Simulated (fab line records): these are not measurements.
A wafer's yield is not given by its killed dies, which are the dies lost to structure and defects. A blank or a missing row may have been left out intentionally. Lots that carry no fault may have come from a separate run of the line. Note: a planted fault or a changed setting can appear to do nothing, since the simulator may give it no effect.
fab line records    flow n5-finfet
record: lots: 5  wafers: 13  last-day: 17
route steps=1938 shown FIN_SAQP@96 BEOL_M4@1111 PASSIVATION@1936
lots with no fault: from the same line, run without faults
start-h: start of the lot's first displayed wafer, in hours after the record's first day    wait-h: hours since the lot's step before    " repeats the value in the row above    L1.1+2: several wafers, shown together as one row    - either no value or no given start    * or withheld: withheld    < > ~ a bound
route shown NAME@n: names a module that has steps shown in the file, with the first one's number in the route    usual: the fault-free wafers' mean and standard deviation    same: alike in all rows    chamber/n: place in a boat    sites: readings site by site    _std_site: the values' standard deviation    _edge_site: outer sites' mean less inner sites'    radius-mm: how far each site lies from the wafer's centre    mask NAME#n: copy n    behind: the last tool/chamber to shape the wafer    hold: what put the lot on hold/how long, in hours/how the hold closed    device: which transistor (n, p or np) failed to switch    end of line: tests run on the same wafers once the route is complete    a step given without rows: its recipe and nothing more    killed: at the first sort, the dies lost to defects and structure; wafer yield is something else    map: the dies of a wafer, with x for killed, . for not killed, _ for no die there
set.NAME: the setting the step ran with; set.NAME@STEP: the setting that earlier step ran with    model.NAME: the simulator's own value behind a step, which no gauge read
lots at selected steps of the route; one table per step, one row per wafer
services: a tool's chamber out of use, with start hour (start-h, from the record's first day; less than 0 if before it), hours out, and reason
== steps ==
step: N5_FIN_SAQP_HM_DEP_03
recipe: material: SiNx  target-thk-a: 380  temp-c: 400  precursor: SiH4/NH3/N2  pressure-torr: 1.5  rf-w: 300  time-s: 33.6
step: N5_FIN_SAQP_PECVD_47
recipe: material: a-Si  target-thk-a: 450  temp-c: 400  precursor: SiH4/He  pressure-torr: 3  rf-w: 100  time-s: 36.3
step: N5_FIN_SAQP_PECVD_48
recipe: material: SiNx  target-thk-a: 250  temp-c: 400  precursor: SiH4/NH3/N2  pressure-torr: 1.5  rf-w: 300  time-s: 22.1
step: N5_FIN_SAQP_PECVD_06
recipe: material: a-Si  target-thk-a: 600  temp-c: 400  precursor: SiH4/He  pressure-torr: 3  rf-w: 100  time-s: 48.1
step: N5_FIN_SAQP_HM_DEP_72
recipe: material: SiO2  target-thk-a: 120  temp-c: 400  precursor: SiH4/N2O  pressure-torr: 0.75  rf-w: 275  time-s: 7.2
step: N5_FIN_SAQP_COAT_49
recipe: resist: SOC  temp-c: 250  time-s: 60  spin-rpm: 1500  resist-thk-nm: 100
step: N5_FIN_SAQP_COAT_50
recipe: resist: SiARC  temp-c: 220  time-s: 60  spin-rpm: 1500  resist-thk-nm: 35
step: N5_FIN_SAQP_COAT_10
recipe: resist: CAR-ArF  spin-rpm: 1500  resist-thk-nm: 90
step: N5_FIN_SAQP_EBR_12
recipe: solvent: PGMEA  ebr-width-mm: 1.5
step: N5_FIN_SAQP_SOFTBAKE_11
recipe: temp-c: 110  time-s: 60  resist: CAR-ArF
step: N5_FIN_SAQP_EXPOSE_13
recipe: mask-id: FIN_CORE  na: 1.35  source-shape: dipole  sigma-inner: 0.538  sigma-outer: 0.738  polarization: te  target-cd-nm: 35.6  dose-mj: 63.25
same: dipole-opening-deg: 40
lot.wafer   tool             chamber  start-h  wait-h  mask
L247.1+3+5  arfi-scanner-02  0        54.51    -       FIN_CORE#0
L254.1+3+4  arfi-scanner-02  0        94.62    -       FIN_CORE#0
L255.3+6    arfi-scanner-02  0        101.41   -       FIN_CORE#0
L256.1+3    arfi-scanner-02  0        105.78   -       FIN_CORE#0
L264.4+5+6  arfi-scanner-03  0        154.45   -       FIN_CORE#0
step: N5_FIN_SAQP_PEB_14
recipe: peb-temp-c: withheld  peb-time-s: 60  resist: CAR-ArF
step: N5_FIN_SAQP_DEVELOP_15
recipe: develop-time-s: 30  developer: TMAH  resist: CAR-ArF  dev-temp-c: 23  rinse-liquid: diw  dry: air-spin
step: N5_FIN_SAQP_CD_MEAS_16
recipe: target-cd-nm: 35.6  landing-energy-ev: 500  detector: se-inlens
usual: cd-nm: 35.6/0.51
lot.wafer  tool       chamber  start-h  wait-h  cd-nm
L247.1     cd-sem-03  0        54.64    -       35.4
L247.3     "          0        "        "       35.5
L247.5     "          0        "        "       34.9
L254.1     cd-sem-03  0        94.74    -       30.1
L254.3     "          0        "        "       29.7
L254.4     "          0        "        "       35.1
L255.3     cd-sem-02  0        101.53   -       30.4
L255.6     "          0        "        "       35.6
L256.1     cd-sem-01  0        105.91   -       31.2
L256.3     "          0        "        "       31.1
L264.4     cd-sem-01  0        154.57   -       36.1
L264.5     "          0        "        "       35.6
L264.6     "          0        "        "       35.7
step: N5_FIN_SAQP_DESCUM_21
recipe: chemistry: O2  time-s: 7.9  source-power-w: 50  bias-power-w: 20  pressure-mtorr: 20  rf-frequency-hz: 2.712e+07  temp-c: 40  resist: CAR-ArF  o2-flow-sccm: 225
step: N5_FIN_SAQP_ETCH_51
recipe: chemistry: CF4  target: SiARC  target-depth-a: 455  mask-material: CAR-ArF  time-s: 75.8  ion-energy-ev: 80  pressure-mtorr: 40  source-w: 545  bias-w: 36  Ar_flow_sccm: 100  cf4-flow-sccm: 100  ends: cleared
step: N5_FIN_SAQP_ETCH_52
recipe: chemistry: N2/H2  target: SOC  target-depth-a: 1000  overetch-a: 200  mask-material: SiARC  temp-c: 40  time-s: 150  ion-energy-ev: 200  pressure-mtorr: 30  source-w: 840  bias-w: 150  n2-flow-sccm: 200  h2-flow-sccm: 200  ends: end-point
step: N5_FIN_SAQP_STRIP_53
recipe: chemistry: N2/H2  temp-c: 40  n2-flow-sccm: 200  h2-flow-sccm: 200  rf-frequency-hz: 6e+07
step: N5_FIN_SAQP_HM_OPEN_73
recipe: chemistry: CHF3/O2  target: SiO2  stop-on: a-Si  target-depth-a: 120  over-etch-frac: 1.8  mask-material: SOC  time-s: 16.8  pressure-mtorr: 30  source-w: 650  bias-w: 170  Ar_flow_sccm: 200  CHF3_flow_sccm: 50  O2_flow_sccm: 5  ion-energy-ev: 200  ends: end-point
step: N5_FIN_SAQP_STRIP_74
recipe: chemistry: CHF3/O2  resist: SiARC  rf-frequency-hz: 6e+07
step: N5_FIN_SAQP_MANDREL_ETCH_22
recipe: target-depth-a: 600  chemistry: HBr/Cl2  target: a-Si  stop-on: SiNx  bt-time-s: 10  over-etch-frac: 0.5  time-s: 30  pressure-mtorr: 10  icp-w: 800  bias-w: 75  HBr_flow_sccm: 150  Cl2_flow_sccm: 80  ends: end-point
step: N5_FIN_SAQP_STRIP_55
recipe: chemistry: N2/H2  power-w: 500  temp-c: 40  pressure-mtorr: 50  rf-frequency-hz: 6e+07  overash-fraction: 0.3  bias-power-w: 28  h2-frac: 0.5  n2-flow-sccm: 300  h2-flow-sccm: 300
step: N5_FIN_SAQP_STRIP_23
recipe: chemistry: SPM  time-s: 750  temp-c: 130  h2so4-h2o2-vol-ratio: 4
step: N5_FIN_SAQP_SRD_66
recipe: dry: ipa-marangoni  time-s: 30  temp-c: 23  rinse-liquid: diw
step: N5_FIN_SAQP_RECESS_75
recipe: chemistry: HF/NH3  target: SiO2  target-depth-a: 144  afs-cycles: 3  temp-c: 30  sublimation-temp-c: 180  sublimation-time-s: 60
step: N5_FIN_SAQP_SPACER1_ALD_24
recipe: material: SiO2  target-thk-a: 203  temp-c: 300  ald-precursor-family: BDEAS  ald-co-reactant: O2-plasma  pulse-time-s: 1  purge-time-s: 2  co-reactant-purge-time-s: 2  ald-cycles: 218  pressure-torr: 2
step: N5_FIN_SAQP_SPACER1_ETCHBACK_25
recipe: chemistry: CHF3/O2  mode: anisotropic-etchback  target: SiO2  target-depth-a: 244  time-s: 12.2  pressure-mtorr: 30  source-w: 650  bias-w: 170  Ar_flow_sccm: 200  CHF3_flow_sccm: 50  O2_flow_sccm: 5  ion-energy-ev: 200
step: N5_FIN_SAQP_MANDREL1_REMOVE_56
recipe: chemistry: HBr/Cl2/O2  bt-time-s: 10  target: a-Si  stop-on: SiNx  endpoint: OES-SiCl  over-etch-frac: 1  icp-w: 600  bias-w: 22  HBr_flow_sccm: 150  Cl2_flow_sccm: 80  O2_flow_sccm: 5  pressure-mtorr: 10
step: N5_FIN_SAQP_ETCH_57
recipe: chemistry: CH3F/O2  target: SiNx  mask-material: SiO2  target-depth-a: 325  time-s: 46.4  pressure-mtorr: 30  source-w: 395  bias-w: 73  Ar_flow_sccm: 150  CH3F_flow_sccm: 30  O2_flow_sccm: 20  ion-energy-ev: 120  ends: cleared
step: N5_FIN_SAQP_ETCH_65
recipe: chemistry: CF4  target: SiO2  target-depth-a: 40  ion-energy-ev: 350  time-s: 4.4  pressure-mtorr: 10  icp-w: 800  bias-w: 400  cf4-flow-sccm: 80
step: N5_FIN_SAQP_MANDREL_ETCH_58
recipe: chemistry: HBr/Cl2  target: a-Si  target-depth-a: 450  bt-time-s: 10  stop-on: SiNx  mask-material: SiO2  over-etch-frac: 0.8  time-s: 27  pressure-mtorr: 10  icp-w: 800  bias-w: 75  HBr_flow_sccm: 150  Cl2_flow_sccm: 80  ends: end-point
step: N5_FIN_SAQP_RECESS_63
recipe: chemistry: HF/NH3  target: SiO2  target-depth-a: 180  afs-cycles: 3  temp-c: 30  sublimation-temp-c: 180  sublimation-time-s: 60
step: N5_FIN_SAQP_COAT_68
recipe: resist: SOC  temp-c: 250  time-s: 60  spin-rpm: 1500  resist-thk-nm: 100
step: N5_FIN_SAQP_ETCH_69
recipe: chemistry: N2/H2  target: SOC  target-depth-a: 1500  stop-on: SiNx  ion-energy-ev: 100  bias-w: 61  pressure-mtorr: 30  source-w: 850  n2-flow-sccm: 200  h2-flow-sccm: 200
step: N5_FIN_SAQP_ETCH_67
recipe: chemistry: CH3F/O2  target: SiNx  target-depth-a: 300  mask-material: SOC  pressure-mtorr: 30  source-w: 395  bias-w: 73  Ar_flow_sccm: 150  CH3F_flow_sccm: 30  O2_flow_sccm: 20  ion-energy-ev: 120
step: N5_FIN_SAQP_STRIP_70
recipe: chemistry: N2/H2  power-w: 500  temp-c: 40  pressure-mtorr: 50  rf-frequency-hz: 6e+07  overash-fraction: 0.3  bias-power-w: 28  h2-frac: 0.5  n2-flow-sccm: 300  h2-flow-sccm: 300
step: N5_FIN_SAQP_RECESS_71
recipe: chemistry: HF/NH3  target: SiO2  target-depth-a: 30  afs-cycles: 1  temp-c: 30  sublimation-temp-c: 180  sublimation-time-s: 60
step: N5_BEOL_M4_RC_MEAS_101
usual: DIBL_N: 36.0/2.2  DIBL_P: 35.9/2.6  IOFF_N: 0.16/0.038  IOFF_P: 0.21/0.042  ION_N: 675/15  ION_P: 463/10  SS_N: 71.5/0.62  SS_P: 73.2/0.76  VT_N: 250/4.1  VT_P: -251/3.6
lot.wafer  tool       chamber  start-h  wait-h  DIBL_N[mV/V]  DIBL_P[mV/V]  IOFF_N[nA/um]  IOFF_P[nA/um]  ION_N[uA/um]  ION_P[uA/um]  SS_N[mV/dec]  SS_P[mV/dec]  VT_N[mV]  VT_P[mV]
L247.1     prober-01  0        195.21   0.0     34.6          34.5          0.14           0.19           683           470           71.3          73.1          249       -251
L247.3     "          0        "        "       31.4          31.4          0.11           0.16           667           461           70.3          72.1          251       -252
L247.5     "          0        "        "       35.9          36.8          0.16           0.20           689           465           71.7          73.3          249       -252
L254.1     prober-01  0        247.29   0.0     35.2          36.2          0.15           0.20           679           463           71.0          72.9          250       -247
L254.3     "          0        "        "       34.9          37.1          0.16           0.21           685           467           71.1          72.7          246       -248
L254.4     "          0        "        "       36.3          36.2          0.14           0.19           647           444           72.0          72.4          253       -251
L256.1     prober-02  0        247.32   0.0     34.5          33.5          0.12           0.19           656           466           71.3          72.4          254       -250
L256.3     "          0        "        "       39.1          38.6          0.22           0.28           709           482           72.3          73.6          243       -247
L255.3     prober-02  0        253.98   0.3     37.1          36.4          0.16           0.20           676           464           72.0          73.1          251       -249
L255.6     "          0        "        "       37.3          36.6          0.17           0.21           687           467           71.5          73.7          249       -247
L264.4     prober-01  0        306.72   0.5     37.9          38.4          0.21           0.23           669           453           72.2          73.3          249       -252
L264.5     "          0        "        "       36.3          37.6          0.18           0.21           688           463           72.1          73.5          246       -251
L264.6     "          0        "        "       37.7          40.2          0.20           0.26           677           461           72.3          74.5          246       -250
step: N5_PASSIVATION_PROBE_49
usual: defect-limited-yield: 91.4/1.6  killed_at_M0_to_M3: 35/10  killed_at_M4_up: 12/4.7  killed-at-contacts: 12/5.8  killed-at-front-end: 38/12  killed-at-other: 4/3.2  killed-dies: 102/18  killed-on-rim: 13/4.2  killed-open: 68/14  killed-short: 32/8  sort_bin_5_function: 5.1/0.96  sort_bin_6_memory: 3.2/0.77  sort-n-pass: 1078/20  sort-yield-pct: 91.3/1.7
same: gross-dies: 1180  killed-at-back-side: 0  sort_bin_4_leakage[%]: 0  sort_bin_8_speed[%]: 0
lot.wafer  tool       chamber  start-h  wait-h  defect-limited-yield[%]  killed_at_M0_to_M3  killed_at_M4_up  killed-at-contacts  killed-at-front-end  killed-at-other  killed-dies  killed-on-rim  killed-open  killed-short  sort_bin_5_function[%]  sort_bin_6_memory[%]  sort-n-pass  sort-yield-pct[%]
L254.1     prober-02  -        358.35   0.0     80.9                     44                  13               16                  148                  4                225          39             72           36            13.9                    4.2                   955          80.9
L254.3     prober-02  -        358.45   0.1     82.3                     24                  6                13                  162                  4                209          38             59           23            14.9                    2.5                   971          82.3
L254.4     prober-02  -        358.50   0.2     91.2                     39                  9                10                  43                   3                104          10             71           33            6.0                     2.5                   1076         91.2
L256.1     prober-02  -        359.58   0.9     80.8                     33                  7                6                   180                  1                227          30             51           21            16.9                    2.2                   953          80.8
L256.3     prober-02  -        359.68   1.0     88.1                     21                  21               7                   90                   1                140          25             75           24            8.5                     3.2                   1040         88.1
L255.3     prober-01  -        359.85   0.6     86.0                     43                  7                9                   101                  5                165          30             73           34            9.4                     4.0                   1015         86.0
killed by level:class
L254.1 FIN_SAQP:area-expose=109 MOL_CONTACT_COAG:geometric-particle:open=15 FIN_SAQP:geometric-particle:open=12 BEOL_M0_SAQP:geometric-particle:short=11 BEOL_M2:geometric-particle:open=10 BEOL_M0_SAQP:geometric-particle:open=7 HKMG_FIN:area-etch=7 BEOL_M2:geometric-particle:short=5
L254.3 FIN_SAQP:area-expose=127 FIN_SAQP:geometric-particle:open=13 MOL_CONTACT_COAG:geometric-particle:open=11 FIN_SAQP:geometric-particle:short=6 BEOL_M1:geometric-particle:open=6 BEOL_M2:geometric-particle:open=6 DUMMY_GATE:geometric-particle:open=3 BEOL_M0_SAQP:geometric-particle:open=3
L254.4 FIN_SAQP:geometric-particle:open=13 BEOL_M2:geometric-particle:open=12 MOL_CONTACT_COAG:geometric-particle:open=10 BEOL_M0_SAQP:geometric-particle:open=10 BEOL_M0_SAQP:geometric-particle:short=9 FIN_SAQP:geometric-particle:short=6 STARTING-WAFER:geometric-particle:open=5 STARTING-WAFER:geometric-particle:short=3
L256.1 FIN_SAQP:area-expose=155 FIN_SAQP:geometric-particle:open=14 BEOL_M2:geometric-particle:open=9 BEOL_M1:geometric-particle:open=6 MOL_CONTACT_COAG:geometric-particle:open=6 FIN_SAQP:geometric-particle:short=5 BEOL_M3:geometric-particle:open=5 BEOL_M0_SAQP:geometric-particle:short=4
L256.3 FIN_SAQP:area-expose=41 FIN_SAQP:geometric-particle:open=13 STI_FIN_REVEAL:geometric-particle:open=13 BEOL_M4:geometric-particle:open=11 BEOL_M0_SAQP:geometric-particle:open=7 STARTING-WAFER:geometric-particle:open=6 FIN_SAQP:geometric-particle:short=5 MOL_CONTACT_COAG:geometric-particle:open=4
L255.3 FIN_SAQP:area-expose=58 BEOL_M0_SAQP:geometric-particle:open=19 BEOL_M0_SAQP:geometric-particle:short=16 FIN_SAQP:geometric-particle:open=9 MOL_CONTACT_COAG:geometric-particle:open=9 STI_FIN_REVEAL:geometric-particle:open=7 DUMMY_GATE:geometric-particle:open=6 GATE_CUT:geometric-particle:short=4
map L254.1 (x killed, . not)
_________________.xxx...xxx.x________________
______________xxxxx.x.xx..x.xxxx_____________
___________..xx..x...x.xx..x.x....x__________
__________.x..xx...x...xxx...x.....x_________
________xxx....xxxx.xx..x..x..xx..xx.x_______
_______xxxxx..x.xxx.x..xx.xx.x.........______
______.xx...x.....x.....x.x...x....x.x.x_____
_____....x.xx.x.....x.x.xxxx.......x...x.____
____.x..x.x.x......x.x..........x.xx.....x___
___..x.xxx....xxxx...x.x.x.x..x..x.x.x...x.__
___.x..xxx.x...xx..x......x.....x..x.......__
__......x..........xx......x...x...x..x.x..x_
__...x....xx..x........x............x......._
_.......xx....xx.x....x..x.......x.......x...
_...x.....x............x.x..x.......x........
_...x.x...xx.....xx......x............x..xxx.
_.....................................x.x....
_.............x.......xx.........x.x.x.......
_.......x........x...........x...x...........
_.x...............x............x.x...x.......
_x.........x...........x........x............
__............x...........xx......x.x......._
__......x...............x.....x............._
___....x...........................x.......__
___..............x.x..x....................__
____...x...........x......................___
_____...........x................x......x____
______...........xx............x........_____
_______..............x.......x....x....______
________.....x.....x.....x............_______
__________.........................._________
___________x....x.......x..x.......__________
______________........x........._____________
_________________x......x....________________
map L255.3 (x killed, . not)
_________________.x.x..x.x.x.________________
______________...x.x.....xx.x.x._____________
___________.xx..x...x..x....xx.x..x__________
__________.x......x.xx.xx.x.x.....x._________
________x.x.........x..xx......x..xx.._______
_______.x..xx....x...x..x.....x..x.x..x______
______...x........x..x..x.............x._____
_____.....x...x.....................x...x____
____......x.......................x.......___
___............x...x.....x.x...........x...__
___.x....x.........x...x....x...x....x.....__
__..............x.........xx......x..x..x..._
__.....xx............x..........x.xx......x._
_....x........x........x....xx....x..........
_....x................x..x.x...x.x..x....x...
_......x...x.......x...x.........xx...x.xx..x
_..x.........................................
_...................xx..........x............
_xx.........x..x......x....x.....x.........x.
_..................xx.......x..x.............
_....x.......x.x...........x.................
__........x..........x.xx...........x......._
__x..x....x...x.......x....................x_
___...........x..................x.........__
___...............xx..............x..x....x__
____...x....x.......x.......x.............___
_____...................x................____
______............x.x...........x......x_____
_______...........x........x...x.......______
________.............................._______
__________..........x.x............._________
___________x.......xx.x............__________
______________.................x_____________
_________________.......x....________________
== services ==
tool             chamber  start-h  hours  kind
arfi-scanner-03  0        31.06    -      calibration
arfi-scanner-02  -        56.76    4.5    repair
arfi-scanner-03  -        70.38    1.3    pm
arfi-scanner-02  -        71.20    1.0    pm
arfi-scanner-03  -        106.49   1.0    repair
arfi-scanner-02  -        107.52   1.0    pm
arfi-scanner-02  -        115.28   0.8    pm
arfi-scanner-02  -        120.28   3.9    pm
arfi-scanner-02  -        125.08   4.9    pm
arfi-scanner-02  -        131.14   1.3    pm
arfi-scanner-02  -        138.16   3.0    repair
arfi-scanner-02  0        147.11   -      calibration
arfi-scanner-02  -        149.98   1.6    repair
== key ==
first-sign: step: N5_FIN_SAQP_CD_MEAS_16  reading: cd-nm  direction: down  sigmas: 10  usual: 35.6  struck: 30.5
effect: step: N5_PASSIVATION_PROBE_49  reading: killed-at-front-end  direction: up  sigmas: 8.3  usual: 38  struck: 136
more-kills-born-at: N5_FIN_SAQP_EXPOSE_13@arfi-scanner-02: 490
met-at N5_FIN_SAQP_EXPOSE_13
struck-wafers L254.1,L254.3,L255.3,L256.1,L256.3
onset-between 54.51 94.62
fault: kind: process-parameter-drift  tool: arfi-scanner-02  chamber: -  onset-h: 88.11  steps: N5_FIN_SAQP_EXPOSE_13  channel: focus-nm  offset: 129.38  shape: step  end-h: 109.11  scope: struck-wafers-only
